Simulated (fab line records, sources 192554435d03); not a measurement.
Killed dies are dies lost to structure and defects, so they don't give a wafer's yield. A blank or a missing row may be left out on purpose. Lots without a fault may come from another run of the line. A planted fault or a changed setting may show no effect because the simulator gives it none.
fab line records | flow n5_finfet
record lots=24 wafers=72 last_day=17
route steps=1938 shown BEOL_M0_SAQP@698 BEOL_M0_CUTY@712 BEOL_M0@730 BEOL_M1@751
lots that met no fault: from a run of the same line without faults
start_h: hours from the record's first day to the start of the lot's first wafer shown | wait_h: hours since the lot's step before | " the same as in the row above | L1.1+2: a row that stands for several wafers | - no value, or no start given | * or withheld: withheld | < > ~ a bound
route shown NAME@n: a module of which the file shows steps, and the number in the route of the first | usual: mean/standard deviation of fault-free wafers | same: alike in all rows | chamber/n: place in a boat | sites: the reading at each site | _std_site: their standard deviation | _edge_site: outer sites' mean less inner sites' | radius_mm: how far each site lies from the wafer's centre | mask NAME#n: copy n | behind: the tool/chamber that last shaped the wafer | hold: why the lot was held/for how many hours/how that ended | device: the transistor (n, p or np) that didn't switch | end of line: the same wafers' tests at the end of the route | a step without rows: its recipe alone | killed: dies lost to structure and defects at the first sort, not the wafer's yield | map: a wafer's dies, x killed, . not, _ none there
set.NAME: the setting as run; set.NAME@STEP: as run at that earlier step | model.NAME: the simulator's own value behind a step, which no gauge read
steps of the route over a sample of lots; a table a step, a row a wafer
services: from which hour (start_h, from the record's first day; less than 0 if before it) a tool's chamber was out of use, for how many hours, and why
## steps
# step N5_BEOL_M0_SAQP_ALD_48
# recipe material=SiO2 target_thk_a=200 temp_c=100 ald_precursor_family=BDEAS ald_co_reactant=O2-plasma pulse_time_s=1 co_reactant_pulse_time_s=1 purge_time_s=2 co_reactant_purge_time_s=2 ald_cycles=139 pressure_torr=2
# usual heater_power_w=82/7 precursor_pulse_height_rel=0.998/0.019
# columns lot.wafer tool chamber start_h wait_h heater_power_w precursor_pulse_height_rel
L074.1 ald_sin-01 3 117.71 0.4 86 0.987
L074.4 " 2 " " 71 1.023
L074.6 " 1 " " 79 1.033
L075.1 ald_sin-02 0 120.66 0.0 95 0.973
L075.4 " 3 " " 76 0.989
L075.6 " 1 " " 83 1.025
L076.2 ald_sin-03 2 124.53 0.0 87 1.001
L076.3 " 0 " " 85 1.021
L076.4 " 3 " " 84 0.996
L077.2 ald_sin-02 1 132.25 0.0 81 1.024
L077.3 " 0 " " 94 0.959
L077.5 " 3 " " 77 1.007
L078.1 ald_sin-03 2 135.86 0.0 88 1.020
L078.2 " 1 " " 70 0.956
L078.3 " 0 " " 87 1.018
L079.3 ald_sin-01 1 141.19 0.0 79 0.996
L079.4 " 3 " " 83 0.997
L079.5 " 3 " " 81 1.022
L080.2 ald_sin-02 0 146.40 0.0 94 1.008
L080.3 " 2 " " 80 1.002
L080.6 " 3 " " 75 0.994
L081.2 ald_sin-01 3 158.10 0.0 83 0.989
L081.3 " 2 " " 71 0.988
L081.4 " 0 " " 82 0.989
L082.1 ald_sin-03 3 159.18 0.0 87 0.999
L082.4 " 1 " " 70 1.004
L082.5 " 3 " " 84 0.995
L083.1 ald_sin-03 3 166.10 0.1 82 1.027
L083.5 " 1 " " 71 1.004
L083.6 " 2 " " 84 0.986
L084.1 ald_sin-01 3 173.83 0.1 82 1.011
L084.2 " 0 " " 84 0.990
L084.4 " 2 " " 72 1.007
L085.3 ald_sin-02 3 190.75 1.2 80 1.022
L085.4 " 0 " " 97 1.003
L085.5 " 3 " " 79 1.003
L086.1 ald_sin-02 1 191.35 1.5 77 0.995
L086.2 " 0 " " 99 1.013
L086.4 " 2 " " 82 0.987
L087.2 ald_sin-03 1 200.51 0.0 71 1.013
L087.4 " 0 " " 88 0.992
L087.5 " 3 " " 85 0.982
L088.3 ald_sin-03 3 204.76 0.4 85 0.989
L088.4 " 2 " " 87 0.957
L088.5 " 3 " " 84 0.991
L089.1 ald_sin-03 3 208.48 0.0 84 0.983
L089.2 " 1 " " 71 1.009
L089.6 " 2 " " 87 0.997
L090.1 ald_sin-03 2 213.90 0.0 89 0.964
L090.4 " 3 " " 83 0.998
L090.5 " 1 " " 71 0.997
L091.3 ald_sin-03 3 216.80 0.0 86 0.971
L091.4 " 1 " " 70 0.999
L091.5 " 0 " " 89 1.033
L092.1 ald_sin-02 3 222.55 0.0 80 1.007
L092.2 " 1 " " 77 1.008
L092.5 " 1 " " 79 0.998
L093.3 ald_sin-03 0 235.89 0.1 87 1.016
L093.4 " 3 " " 85 0.997
L093.6 " 3 " " 85 0.963
L094.1 ald_sin-03 1 237.79 0.0 70 0.969
L094.4 " 0 " " 87 1.007
L094.5 " 3 " " 84 1.012
L095.1 ald_sin-01 1 243.72 1.4 81 1.019
L095.4 " 0 " " 85 0.994
L095.6 " 0 " " 86 1.011
L096.3 ald_sin-01 2 252.88 0.3 73 0.996
L096.5 " 2 " " 70 1.003
L096.6 " 3 " " 84 0.998
L097.1 ald_sin-01 2 253.38 0.4 70 1.003
L097.2 " 0 " " 85 1.009
L097.5 " 0 " " 82 0.996
# step N5_BEOL_M0_SAQP_ETCH_49
# recipe chemistry=CF4/O2 target_depth_a=370 target=SiO2 pressure_mtorr=40 source_w=535 bias_w=49 Ar_flow_sccm=100 cf4_flow_sccm=100 O2_flow_sccm=10 ion_energy_ev=100
# usual bias_w=49.00/0.16 cf4_flow_sccm=100.0/0.31 drypump_motor_current_A=5.8/0.46 oes_product_au=0.79/0.094 rf_vpp_V=240/6.5 showerhead_plenum_p_Torr=2.25/0.059 throttle_valve_pct=15.77/0.19
# columns lot.wafer tool chamber start_h wait_h bias_w cf4_flow_sccm drypump_motor_current_A oes_product_au rf_hours_counter_h rf_vpp_V showerhead_plenum_p_Torr throttle_valve_pct
L074.1 rie_diel-01 3 118.28 0.3 49.08 100.4 6.3 0.76 166 242 2.21 15.89
L074.4 " 0 " " 48.94 99.3 5.8 0.96 5 241 2.26 15.78
L074.6 " 1 " " 48.96 100.3 5.9 0.90 - 248 2.35 15.69
L075.1 rie_diel-01 2 121.25 0.3 49.16 99.5 5.7 0.73 179 255 2.27 15.55
L075.4 " 3 " " 48.94 99.5 6.3 0.75 168 241 2.21 15.90
L075.6 " 0 " " 49.09 100.2 5.8 0.96 - 241 2.26 15.79
L076.2 rie_diel-01 3 125.06 0.3 48.95 99.7 6.3 0.76 170 243 2.21 15.89
L076.3 " 1 " " 49.33 100.4 5.9 0.91 32 248 2.34 15.67
L076.4 " 2 " " 48.76 100.2 5.7 0.73 180 253 2.27 15.54
L077.2 rie_diel-03 3 132.78 0.3 48.87 99.7 5.9 0.72 166 248 2.28 15.96
L077.3 " 1 " " 48.91 100.0 6.1 0.75 156 238 2.31 16.01
L077.5 " 3 " " 48.87 100.1 5.9 0.73 - 250 2.27 15.96
L078.1 rie_diel-01 3 136.44 0.3 48.99 99.7 6.3 0.74 173 240 2.21 15.89
L078.2 " 1 " " 49.00 100.5 5.9 0.89 35 248 2.34 15.68
L078.3 " 0 " " 48.82 100.2 5.8 0.94 11 242 2.26 15.81
L079.3 rie_diel-01 3 141.71 0.3 48.78 100.1 6.3 0.74 175 242 2.21 15.90
L079.4 " 0 " " 48.98 100.3 5.8 0.93 13 243 2.26 15.82
L079.5 " 0 " " 49.14 100.3 5.8 0.93 - 240 2.26 15.81
L080.2 rie_diel-03 0 147.10 0.4 49.00 100.4 6.7 0.77 111 237 2.23 15.86
L080.3 " 1 " " 49.06 99.6 6.1 0.75 160 238 2.31 16.03
L080.6 " 1 " " 49.15 99.7 6.1 0.75 - 239 2.31 16.03
L081.2 rie_diel-02 0 158.63 0.3 49.21 99.9 5.1 0.71 221 236 2.26 15.91
L081.3 " 2 " " 48.91 99.9 6.5 0.71 199 232 2.18 15.96
L081.4 " 2 " " 48.87 100.1 6.4 0.72 - 232 2.18 15.98
L082.1 rie_diel-02 0 159.71 0.3 49.08 99.5 5.1 0.71 222 236 2.26 15.93
L082.4 " 2 " " 49.22 100.1 6.4 0.72 - 231 2.18 15.97
L082.5 " 1 " " 49.03 100.2 5.8 0.76 - 241 2.20 15.55
L083.1 rie_diel-01 0 166.62 0.3 49.25 100.2 5.8 0.92 20 239 2.25 15.80
L083.5 " 1 " " 49.17 99.6 5.9 0.88 - 248 2.34 15.69
L083.6 " 0 " " 49.17 100.2 5.8 0.91 - 243 2.25 15.83
L084.1 rie_diel-01 2 174.35 0.3 48.92 99.9 5.7 0.72 194 253 2.27 15.58
L084.2 " 1 " " 49.03 99.6 5.9 0.88 45 248 2.34 15.70
L084.4 " 0 " " 48.81 99.9 5.8 0.91 22 241 2.25 15.83
L085.3 rie_diel-02 2 191.37 0.4 48.79 100.1 6.5 0.72 208 230 2.17 15.98
L085.4 " 3 " " 49.31 100.3 5.6 0.97 6 233 2.35 15.46
L085.5 " 3 " " 49.47 99.8 5.6 0.97 - 233 2.35 15.47
L086.1 rie_diel-03 2 191.87 0.3 49.12 99.2 4.9 0.90 15 239 2.18 15.66
L086.2 " 1 " " 49.24 99.8 6.1 0.74 173 239 2.30 16.05
L086.4 " 0 " " 49.00 100.3 6.7 0.77 123 235 2.23 15.91
L087.2 rie_diel-02 0 201.04 0.3 49.24 100.3 5.1 0.70 233 236 2.26 15.95
L087.4 " 1 " " 48.92 100.2 5.8 0.74 161 241 2.19 15.58
L087.5 " 2 " " 49.19 99.6 6.4 0.72 - 230 2.17 15.98
L088.3 rie_diel-02 0 205.28 0.3 49.05 100.1 5.1 0.69 234 236 2.26 15.95
L088.4 " 3 " " 48.96 100.1 5.6 0.96 10 235 2.35 15.47
L088.5 " 2 " " 49.01 99.6 6.5 0.71 - 233 2.17 15.97
L089.1 rie_diel-02 0 209.07 0.3 48.80 99.7 5.1 0.70 235 237 2.26 15.96
L089.2 " 3 " " 49.05 100.0 5.6 0.95 11 233 2.35 15.49
L089.6 " 0 " " 48.72 99.9 5.1 0.70 - 237 2.26 15.96
L090.1 rie_diel-02 0 214.42 0.3 49.16 99.9 5.0 0.70 237 236 2.26 15.94
L090.4 " 2 " " 48.95 100.0 6.4 0.71 216 230 2.17 16.00
L090.5 " 0 " " 49.05 99.6 5.0 0.69 - 235 2.26 15.94
L091.3 rie_diel-03 1 217.37 0.3 48.84 99.6 6.1 0.74 178 239 2.30 16.07
L091.4 " 3 " " 48.71 99.9 5.9 0.72 188 248 2.27 16.00
L091.5 " 2 " " 48.98 99.8 4.9 0.88 - 240 2.17 15.66
L092.1 rie_diel-02 0 223.11 0.3 48.95 99.9 5.1 0.70 240 235 2.26 15.94
L092.2 " 2 " " 49.03 99.9 6.5 0.72 218 229 2.17 16.02
L092.5 " 2 " " 49.10 100.0 6.5 0.71 - 229 2.17 16.00
L093.3 rie_diel-02 0 236.50 0.4 48.93 100.6 5.0 0.69 244 235 2.26 15.95
L093.4 " 1 " " 49.17 99.8 5.7 0.74 173 239 2.19 15.58
L093.6 " 2 " " 48.97 100.2 6.5 0.71 - 231 2.17 15.99
L094.1 rie_diel-01 1 238.44 0.4 49.12 99.9 5.9 0.85 65 247 2.33 15.73
L094.4 " 3 " " 49.09 100.0 6.3 0.71 205 241 2.20 15.96
L094.5 " 1 " " 49.03 100.1 5.9 0.85 - 248 2.33 15.76
L095.1 rie_diel-02 0 244.25 0.3 48.97 100.3 5.1 0.69 246 236 2.26 15.97
L095.4 " 0 " " 49.16 99.9 5.1 0.70 - 235 2.26 15.96
L095.6 " 1 " " 48.84 99.7 5.7 0.75 - 240 2.19 15.61
L096.3 rie_diel-02 1 253.40 0.3 48.89 99.8 5.8 0.73 180 239 2.18 15.61
L096.5 " 3 " " 49.03 100.2 5.6 0.92 - 232 2.34 15.51
L096.6 " 0 " " 49.19 100.0 5.1 0.68 - 236 2.25 15.99
L097.1 rie_diel-02 0 254.23 0.6 49.24 100.3 5.1 0.68 251 236 2.25 15.97
L097.2 " 3 " " 49.11 99.6 5.6 0.90 27 234 2.34 15.52
L097.5 " 1 " " 48.93 100.1 5.8 0.73 - 238 2.18 15.62
# step N5_BEOL_M0_CUTY_ETCH_62
# recipe chemistry=CF4 target=SiARC mask_material=CAR-ArF-block time_s=58.5 ion_energy_ev=80 pressure_mtorr=40 source_w=545 bias_w=36 Ar_flow_sccm=100 cf4_flow_sccm=100 ends=cleared
# usual bias_w=35.99/0.11 cf4_flow_sccm=100.0/0.32 drypump_motor_current_A=5.5/0.5 etch_rf_on_time_s=58.6/1.6 oes_product_au=0.67/0.068 rf_vpp_V=184.1/1.4 showerhead_plenum_p_Torr=2.14/0.082 throttle_valve_pct=15.65/0.21
# columns lot.wafer tool chamber start_h wait_h bias_w cf4_flow_sccm drypump_motor_current_A etch_rf_on_time_s oes_product_au rf_hours_counter_h rf_vpp_V showerhead_plenum_p_Torr throttle_valve_pct
L074.1 rie_diel-05 0 119.10 0.0 35.91 99.8 5.9 57.0 0.67 102 184.6 2.26 15.90
L074.4 " 1 " " 35.99 99.9 5.1 58.6 0.80 17 182.4 2.11 15.42
L074.6 " 0 " " 36.11 100.6 5.9 56.9 0.68 - 185.5 2.26 15.90
L075.1 rie_diel-05 3 121.87 0.0 36.12 99.9 6.4 60.3 0.59 216 183.4 2.04 15.69
L075.4 " 2 " " 35.92 99.9 5.3 61.0 0.75 30 185.2 2.25 15.26
L075.6 " 3 " " 36.14 99.6 6.4 60.6 0.59 - 181.9 2.04 15.71
L076.2 rie_diel-06 0 125.67 0.0 35.92 100.1 4.8 58.4 0.66 135 183.2 2.07 15.59
L076.3 " 2 " " 36.03 99.1 5.3 56.3 0.65 162 182.8 2.13 15.74
L076.4 " 1 " " 35.89 99.9 5.6 56.8 0.64 173 184.7 2.14 15.95
L077.2 rie_diel-05 3 133.40 0.0 36.02 100.0 6.4 59.6 0.59 219 183.5 2.04 15.70
L077.3 " 0 " " 36.05 100.0 5.9 56.6 0.67 106 186.6 2.26 15.92
L077.5 " 3 " " 36.02 99.6 6.4 60.3 0.59 - 182.1 2.04 15.74
L078.1 rie_diel-05 2 137.09 0.0 36.03 100.2 5.3 60.4 0.75 34 186.2 2.25 15.27
L078.2 " 0 " " 36.04 99.9 5.9 56.6 0.66 107 185.1 2.26 15.92
L078.3 " 1 " " 36.05 100.1 5.1 58.5 0.78 22 182.9 2.11 15.45
L079.3 rie_diel-06 2 142.48 0.0 36.06 99.4 5.3 58.4 0.64 169 186.3 2.12 15.76
L079.4 " 0 " " 35.98 100.4 4.8 58.8 0.65 - 182.8 2.07 15.60
L079.5 " 3 " " 35.99 100.2 4.9 58.9 0.58 - 183.0 2.02 15.90
L080.2 rie_diel-04 1 147.71 0.0 36.12 100.1 5.8 58.8 0.64 170 182.5 2.04 15.44
L080.3 " 3 " " 35.93 100.4 5.0 56.4 0.68 117 185.4 2.16 15.73
L080.6 " 2 " " 35.94 99.8 6.3 56.7 0.74 - 183.4 2.10 15.74
L081.2 rie_diel-04 3 159.24 0.0 36.02 99.6 5.1 57.5 0.67 121 184.6 2.16 15.73
L081.3 " 0 " " 36.11 99.9 5.8 61.2 0.58 209 186.0 2.20 15.63
L081.4 " 1 " " 35.91 99.8 5.8 59.5 0.64 174 183.8 2.04 15.45
L082.1 rie_diel-04 0 160.20 0.0 36.03 100.2 5.7 61.3 0.59 209 186.2 2.20 15.62
L082.4 " 1 " " 35.89 99.9 5.9 58.8 0.64 174 182.6 2.04 15.45
L082.5 " 3 " " 35.94 99.7 5.1 57.7 0.66 - 183.6 2.15 15.73
L083.1 rie_diel-06 1 167.24 0.0 36.04 100.1 5.6 57.1 0.64 183 182.8 2.14 15.96
L083.5 " 0 " " 35.89 100.2 4.8 59.2 0.64 - 183.7 2.06 15.62
L083.6 " 1 " " 36.05 100.0 5.6 57.2 0.63 - 184.1 2.14 15.96
L084.1 rie_diel-04 2 175.22 0.0 36.05 100.3 6.3 56.8 0.74 55 181.2 2.09 15.76
L084.2 " 1 " " 35.90 100.1 5.9 59.4 0.63 177 184.1 2.04 15.46
L084.4 " 0 " " 35.98 99.6 5.7 60.9 0.58 213 184.7 2.20 15.64
L085.3 rie_diel-05 3 191.86 0.0 36.22 100.5 6.4 60.5 0.57 237 182.6 2.03 15.74
L085.4 " 2 " " 36.06 100.0 5.4 60.4 0.73 54 185.6 2.24 15.30
L085.5 " 2 " " 35.93 99.9 5.4 60.1 0.73 - 186.9 2.24 15.31
L086.1 rie_diel-04 2 192.67 0.0 36.01 100.1 6.3 57.3 0.72 60 184.6 2.09 15.76
L086.2 " 0 " " 35.97 99.9 5.7 60.7 0.57 218 184.7 2.20 15.66
L086.4 " 1 " " 35.85 100.2 5.8 59.6 0.63 182 183.0 2.04 15.46
L087.2 rie_diel-05 1 201.66 0.0 36.02 100.4 5.1 59.1 0.74 48 184.2 2.10 15.50
L087.4 " 3 " " 35.83 100.3 6.4 61.4 0.57 241 182.2 2.03 15.75
L087.5 " 1 " " 35.76 99.8 5.1 59.5 0.74 - 182.7 2.10 15.50
L088.3 rie_diel-05 3 205.77 0.0 36.05 100.0 6.4 61.0 0.57 243 181.7 2.03 15.76
L088.4 " 0 " " 35.86 100.3 5.8 56.4 0.65 132 185.8 2.25 15.96
L088.5 " 0 " " 35.85 100.2 5.9 56.8 0.64 - 183.7 2.25 15.97
L089.1 rie_diel-06 2 209.68 0.0 35.75 100.2 5.3 57.4 0.62 195 184.7 2.12 15.81
L089.2 " 0 " " 36.07 99.8 4.8 59.0 0.63 168 183.5 2.06 15.66
L089.6 " 2 " " 35.86 99.8 5.3 57.1 0.62 - 182.7 2.12 15.81
L090.1 rie_diel-06 0 215.04 0.0 36.03 100.4 4.8 58.7 0.64 170 182.2 2.06 15.69
L090.4 " 2 " " 36.18 100.1 5.3 57.3 0.62 197 183.1 2.11 15.81
L090.5 " 2 " " 36.04 99.9 5.3 57.2 0.62 - 184.8 2.12 15.81
L091.3 rie_diel-04 0 218.20 0.0 35.74 100.1 5.7 60.5 0.58 227 185.0 2.20 15.66
L091.4 " 2 " " 36.16 100.0 6.3 56.6 0.72 69 184.5 2.09 15.77
L091.5 " 1 " " 35.99 100.1 5.8 59.1 0.63 - 181.1 2.03 15.48
L092.1 rie_diel-04 2 223.62 0.0 35.92 100.1 6.3 57.4 0.72 72 183.5 2.09 15.77
L092.2 " 1 " " 36.00 100.0 5.8 60.0 0.62 194 183.4 2.03 15.49
L092.5 " 0 " " 36.05 99.9 5.8 61.6 0.57 - 185.8 2.19 15.66
L093.3 rie_diel-06 3 236.99 0.0 35.91 99.8 4.8 56.0 0.80 21 185.6 2.27 15.46
L093.4 " 0 " " 35.93 99.8 4.8 58.5 0.63 177 182.5 2.05 15.67
L093.6 " 3 " " 35.98 99.5 4.8 56.5 0.80 - 186.3 2.27 15.48
L094.1 rie_diel-04 0 239.06 0.0 35.93 100.6 5.8 61.4 0.57 233 184.5 2.19 15.68
L094.4 " 2 " " 36.04 100.0 6.3 57.6 0.71 78 182.8 2.09 15.79
L094.5 " 2 " " 36.00 99.9 6.3 57.1 0.71 - 182.7 2.09 15.80
L095.1 rie_diel-05 2 244.87 0.0 35.95 100.0 5.4 60.9 0.70 76 186.2 2.23 15.35
L095.4 " 1 " " 36.06 100.2 5.1 59.0 0.73 - 182.6 2.10 15.52
L095.6 " 0 " " 36.22 100.3 5.9 56.7 0.64 - 186.3 2.25 16.00
L096.3 rie_diel-05 0 253.90 0.0 36.11 100.0 5.8 56.5 0.64 150 185.1 2.25 16.01
L096.5 " 1 " " 36.12 99.9 5.1 58.6 0.72 - 183.8 2.10 15.54
L096.6 " 2 " " 35.87 100.2 5.4 60.8 0.70 - 187.5 2.23 15.36
L097.1 rie_diel-05 3 254.85 0.0 36.05 99.7 6.4 59.9 0.82 2 186.0 2.28 15.27
L097.2 " 2 " " 35.91 99.6 5.4 60.9 0.71 79 185.4 2.23 15.37
L097.5 " 3 " " 35.85 99.5 6.4 59.7 0.81 - 185.4 2.28 15.29
# step N5_BEOL_M0_PRE_CLEAN_113
# recipe gas=H2/He time_s=30 temp_c=250
# usual heater_power_w=329/25
# same time_s=30
# columns lot.wafer tool chamber start_h wait_h heater_power_w
L074.1 pvd_sputter-03 - 121.40 0.0 340
L074.4 " - " " 282
L074.6 " - " " 317
L075.1 pvd_sputter-02 - 125.77 0.0 314
L075.4 " - " " 353
L075.6 " - " " 347
L076.2 pvd_sputter-03 - 127.33 0.0 282
L076.3 " - " " 333
L076.4 " - " " 324
L077.2 pvd_sputter-03 - 136.31 0.0 325
L077.3 " - " " 284
L077.5 " - " " 315
L078.1 pvd_sputter-03 - 141.39 0.0 335
L078.2 " - " " 304
L078.3 " - " " 284
L079.3 pvd_sputter-02 - 144.50 0.0 374
L079.4 " - " " 325
L079.5 " - " " 316
L080.2 pvd_sputter-02 - 149.48 0.0 347
L080.3 " - " " 357
L080.6 " - " " 316
L081.2 pvd_sputter-03 - 162.58 0.0 291
L081.3 " - " " 319
L081.4 " - " " 281
L082.1 pvd_sputter-03 - 162.66 0.0 316
L082.4 " - " " 288
L082.5 " - " " 336
L083.1 pvd_sputter-03 - 170.92 0.0 321
L083.5 " - " " 326
L083.6 " - " " 284
L084.1 pvd_sputter-02 - 179.15 0.0 317
L084.2 " - " " 350
L084.4 " - " " 351
L086.1 pvd_sputter-03 - 196.45 0.0 326
L086.2 " - " " 332
L086.4 " - " " 287
L085.3 pvd_sputter-02 - 196.48 0.0 345
L085.4 " - " " 353
L085.5 " - " " 357
L087.2 pvd_sputter-03 - 204.33 0.0 318
L087.4 " - " " 333
L087.5 " - " " 328
L088.3 pvd_sputter-03 - 208.27 0.0 277
L088.4 " - " " 318
L088.5 " - " " 278
L089.1 pvd_sputter-02 - 214.24 0.0 354
L089.2 " - " " 359
L089.6 " - " " 355
L090.1 pvd_sputter-02 - 218.02 0.0 357
L090.4 " - " " 313
L090.5 " - " " 313
L091.3 pvd_sputter-01 - 220.03 0.0 307
L091.4 " - " " 362
L091.5 " - " " 340
L092.1 pvd_sputter-01 - 225.10 0.0 355
L092.2 " - " " 322
L092.5 " - " " 340
L093.3 pvd_sputter-02 - 238.57 0.0 364
L093.4 " - " " 344
L093.6 " - " " 347
L094.1 pvd_sputter-02 - 244.14 0.0 317
L094.4 " - " " 359
L094.5 " - " " 317
L095.1 pvd_sputter-02 - 246.08 0.0 359
L095.4 " - " " 341
L095.6 " - " " 352
L096.3 pvd_sputter-01 - 257.53 0.0 358
L096.5 " - " " 313
L096.6 " - " " 345
L097.1 pvd_sputter-02 - 260.51 0.0 324
L097.2 " - " " 348
L097.5 " - " " 359
# step N5_BEOL_M1_ILD_DEP_00
# recipe material=SiOC target_thk_a=790 temp_c=350 precursor=DEMS/O2 pressure_torr=5 rf_w=500 time_s=15.3
# usual heater_power_w=470/73 showerhead_plenum_p_Torr=5.691/0.016 throttle_valve_pct=11.8/0.45
# same time_s=15.3
# columns lot.wafer tool chamber start_h wait_h heater_power_w showerhead_plenum_p_Torr throttle_valve_pct
L074.1 pecvd-01 1 123.45 0.0 541 5.683 12.4
L074.4 " 1 " " 545 5.665 12.5
L074.6 " 2 " " 407 5.690 11.9
L075.1 pecvd-04 1 128.29 0.0 385 5.709 12.0
L075.4 " 0 " " 427 5.698 12.2
L075.6 " 2 " " 484 5.693 11.0
L076.2 pecvd-01 1 129.79 0.0 491 5.690 12.4
L076.3 " 2 " " 406 5.699 11.5
L076.4 " 1 " " 493 5.691 12.6
L077.2 pecvd-03 2 138.82 0.0 401 5.682 10.8
L077.3 " 0 " " 440 5.694 11.8
L077.5 " 2 " " 397 5.662 11.0
L078.1 pecvd-04 2 145.00 0.0 583 5.695 11.2
L078.2 " 1 " " 401 5.706 11.8
L078.3 " 0 " " 396 5.677 12.2
L079.3 pecvd-04 2 148.25 0.0 611 5.706 11.2
L079.4 " 2 " " 605 5.703 11.2
L079.5 " 1 " " 464 5.709 12.0
L080.2 pecvd-01 2 151.66 0.0 495 5.694 11.7
L080.3 " 2 " " 479 5.700 11.6
L080.6 " 1 " " 569 5.680 12.6
L081.2 pecvd-04 1 165.12 0.0 477 5.710 11.7
L081.3 " 0 " " 394 5.688 11.9
L081.4 " 2 " " 596 5.701 11.2
L082.1 pecvd-04 1 165.29 0.0 487 5.703 11.6
L082.4 " 0 " " 428 5.688 11.8
L082.5 " 1 " " 487 5.719 11.5
L083.1 pecvd-03 2 173.10 0.0 405 5.684 10.9
L083.5 " 1 " " 525 5.703 12.0
L083.6 " 2 " " 410 5.690 10.9
L084.1 pecvd-01 2 182.02 0.0 398 5.682 11.8
L084.2 " 1 " " 571 5.695 12.3
L084.4 " 2 " " 405 5.687 11.8
L086.1 pecvd-03 0 198.93 0.0 468 5.677 11.8
L086.2 " 1 " " 577 5.679 12.1
L086.4 " 1 " " 588 5.688 11.7
L085.3 pecvd-03 2 199.24 0.0 407 5.677 11.3
L085.4 " 0 " " 491 5.683 12.1
L085.5 " 2 " " 413 5.672 11.1
L087.2 pecvd-01 1 206.53 0.0 586 5.667 12.5
L087.4 " 1 " " 586 5.672 12.3
L087.5 " 2 " " 414 5.677 12.0
L088.3 pecvd-03 2 210.47 0.0 400 5.673 11.0
L088.4 " 2 " " 418 5.669 11.0
L088.5 " 0 " " 411 5.702 11.7
L089.1 pecvd-04 2 216.44 0.0 535 5.706 11.1
L089.2 " 0 " " 444 5.674 11.9
L089.6 " 2 " " 531 5.683 11.3
L090.1 pecvd-01 2 220.98 0.0 489 5.697 11.3
L090.4 " 2 " " 485 5.695 11.6
L090.5 " 1 " " 566 5.682 12.6
L091.3 pecvd-04 1 222.11 0.1 432 5.726 11.8
L091.4 " 0 " " 451 5.687 12.2
L091.5 " 0 " " 427 5.681 12.3
L092.1 pecvd-01 1 227.15 0.0 559 5.676 12.7
L092.2 " 0 " " 335 5.660 11.7
L092.5 " 0 " " 351 5.692 11.9
L093.3 pecvd-04 1 242.86 0.0 487 5.713 11.7
L093.4 " 2 " " 499 5.708 11.7
L093.6 " 0 " " 440 5.667 12.0
L094.1 pecvd-01 2 246.48 0.0 411 5.724 11.7
L094.4 " 0 " " 400 5.671 11.7
L094.5 " 1 " " 496 5.681 12.5
L095.1 pecvd-04 0 248.16 0.0 448 5.684 12.2
L095.4 " 0 " " 450 5.665 12.1
L095.6 " 2 " " 611 5.694 11.4
L096.3 pecvd-03 2 259.76 0.0 388 5.675 11.0
L096.5 " 1 " " 570 5.691 11.7
L096.6 " 2 " " 395 5.665 10.7
L097.1 pecvd-03 2 262.65 0.0 370 5.672 11.1
L097.2 " 1 " " 572 5.688 12.1
L097.5 " 1 " " 579 5.701 12.1
# step N5_BEOL_M1_INSPECT_13
# recipe mode=adi inspect_instrument=brightfield
# usual raw_defect_count=440/86
# columns lot.wafer tool chamber start_h wait_h raw_defect_count
L074.1 defect_inspect-01 - 125.07 0.1 559
L074.4 " - " " 524
L074.6 " - " " 486
L075.1 defect_inspect-02 - 129.35 0.1 340
L075.4 " - " " 339
L075.6 " - " " 323
L076.2 defect_inspect-02 - 131.49 0.0 392
L076.3 " - " " 486
L076.4 " - " " 323
L077.2 defect_inspect-02 - 140.91 0.0 544
L077.3 " - " " 564
L077.5 " - " " 568
L078.1 defect_inspect-02 - 147.62 0.1 458
L078.2 " - " " 417
L078.3 " - " " 411
L079.3 defect_inspect-01 - 149.49 0.0 438
L079.4 " - " " 377
L079.5 " - " " 364
L080.2 defect_inspect-01 - 154.18 0.0 398
L080.3 " - " " 313
L080.6 " - " " 437
L081.2 defect_inspect-02 - 166.64 0.0 456
L081.3 " - " " 390
L081.4 " - " " 398
L082.1 defect_inspect-01 - 166.88 0.1 380
L082.4 " - " " 366
L082.5 " - " " 339
L083.1 defect_inspect-01 - 174.64 0.1 392
L083.5 " - " " 424
L083.6 " - " " 272
L084.1 defect_inspect-01 - 182.97 0.1 501
L084.2 " - " " 507
L084.4 " - " " 609
L086.1 defect_inspect-01 - 199.90 0.1 554
L086.2 " - " " 297
L086.4 " - " " 426
L085.3 defect_inspect-01 - 200.43 0.0 487
L085.4 " - " " 418
L085.5 " - " " 422
L087.2 defect_inspect-01 - 208.17 0.0 449
L087.4 " - " " 428
L087.5 " - " " 241
L088.3 defect_inspect-02 - 212.34 0.0 587
L088.4 " - " " 452
L088.5 " - " " 337
L089.1 defect_inspect-01 - 218.04 0.1 616
L089.2 " - " " 354
L089.6 " - " " 424
L090.1 defect_inspect-02 - 223.20 0.1 408
L090.4 " - " " 537
L090.5 " - " " 403
L091.3 defect_inspect-01 - 223.51 0.0 498
L091.4 " - " " 395
L091.5 " - " " 509
L092.1 defect_inspect-02 - 229.11 0.1 684
L092.2 " - " " 621
L092.5 " - " " 488
L093.3 defect_inspect-01 - 244.66 0.0 433
L093.4 " - " " 432
L093.6 " - " " 366
L094.1 defect_inspect-02 - 248.60 0.1 364
L094.4 " - " " 458
L094.5 " - " " 481
L095.1 defect_inspect-01 - 249.28 0.1 395
L095.4 " - " " 556
L095.6 " - " " 507
L096.3 defect_inspect-01 - 261.03 0.0 344
L096.5 " - " " 440
L096.6 " - " " 357
L097.1 defect_inspect-01 - 263.95 0.1 393
L097.2 " - " " 442
L097.5 " - " " 467
## services
# columns tool chamber start_h hours kind
rie_diel-01 - 94.95 0.5 repair
pvd_sputter-03 - 101.84 8.9 repair
rie_diel-02 - 105.28 14.6 pm
pecvd-01 - 107.81 14.6 pm
pecvd-04 1 121.37 3.7 repair
rie_diel-04 - 164.74 4.3 pm
pecvd-01 - 167.15 7.7 repair
rie_diel-03 - 172.67 0.3 repair
ald_sin-02 - 176.75 14.0 pm
ald_sin-03 - 179.52 6.0 pm
pecvd-03 0 184.91 1.8 repair
ald_sin-03 0 187.35 3.2 repair
rie_diel-03 1 193.13 8.5 repair
rie_diel-04 - 212.56 0.5 repair
rie_diel-05 0 213.29 4.7 repair
rie_diel-06 - 216.71 2.8 pm
rie_diel-04 0 224.29 7.6 repair
rie_diel-04 - 228.63 2.8 pm
rie_diel-02 2 244.08 21.0 repair
ald_sin-02 - 244.47 14.6 pm
pecvd-01 - 246.76 2.8 pm
rie_diel-02 0 254.95 14.4 repair
ald_sin-01 3 258.02 12.1 repair
rie_diel-06 3 258.82 2.4 repair
## key
fault none
